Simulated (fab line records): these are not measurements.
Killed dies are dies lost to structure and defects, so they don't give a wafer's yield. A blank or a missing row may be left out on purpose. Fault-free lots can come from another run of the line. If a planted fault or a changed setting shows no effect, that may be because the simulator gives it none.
Matching of chambers + flow nand-harc + NHARC_P_CONTACT_STRIP_28 on rie-diel-09: 4 sister chambers
The step strips in O2. 4 wafers are shown with their chamber, then 10 later ones without.

WAFERS WITH THEIR CHAMBER
| wafer  | chamber | showerhead-plenum-p-Torr (Torr) |
|--------|---------|---------------------------------|
| L090.1 | 2       | 3.46                            |
| L090.4 | 3       | 3.71                            |
| L089.2 | 1       | 3.69                            |
| L089.4 | 0       | 3.34                            |

WAFERS WITH NO CHAMBER GIVEN
| wafer  | showerhead-plenum-p-Torr (Torr) |
|--------|---------------------------------|
| L089.5 | 3.69                            |
| L093.1 | 3.71                            |
| L093.4 | 3.69                            |
| L093.5 | 3.69                            |
| L097.1 | 3.34                            |
| L097.2 | 3.71                            |
| L097.5 | 3.69                            |
| L096.1 | 3.69                            |
| L096.5 | 3.45                            |
| L096.6 | 3.69                            |

WHICH CHAMBER EACH WENT THROUGH
| wafer  | from the rows above | in truth |
|--------|---------------------|----------|
| L089.5 | 1                   | 1        |
| L093.1 | 3                   | 3        |
| L093.4 | 1                   | 1        |
| L093.5 | 1                   | 1        |
| L097.1 | 0                   | 0        |
| L097.2 | 3                   | 3        |
| L097.5 | 1                   | 1        |
| L096.1 | 1                   | 1        |
| L096.5 | 2                   | 2        |
| L096.6 | 1                   | 1        |
Placed correctly: 10 of 10. Not placeable from these rows: 0. 0 placed wrongly.
How it was worked out, from the rows above alone: a wafer's distance from a chamber is the root of the sum, over the readings, of the square of ((its reading less the chamber's mean) divided by the reading's scatter). If the next closest chamber is less than 2 further off than the closest, the wafer can't be placed; otherwise it belongs to the closest. A chamber's mean is the mean of its shown wafers. The scatter: with one shown wafer a chamber, the root of the mean of the squares of how far each hidden wafer lies from its nearest shown one.
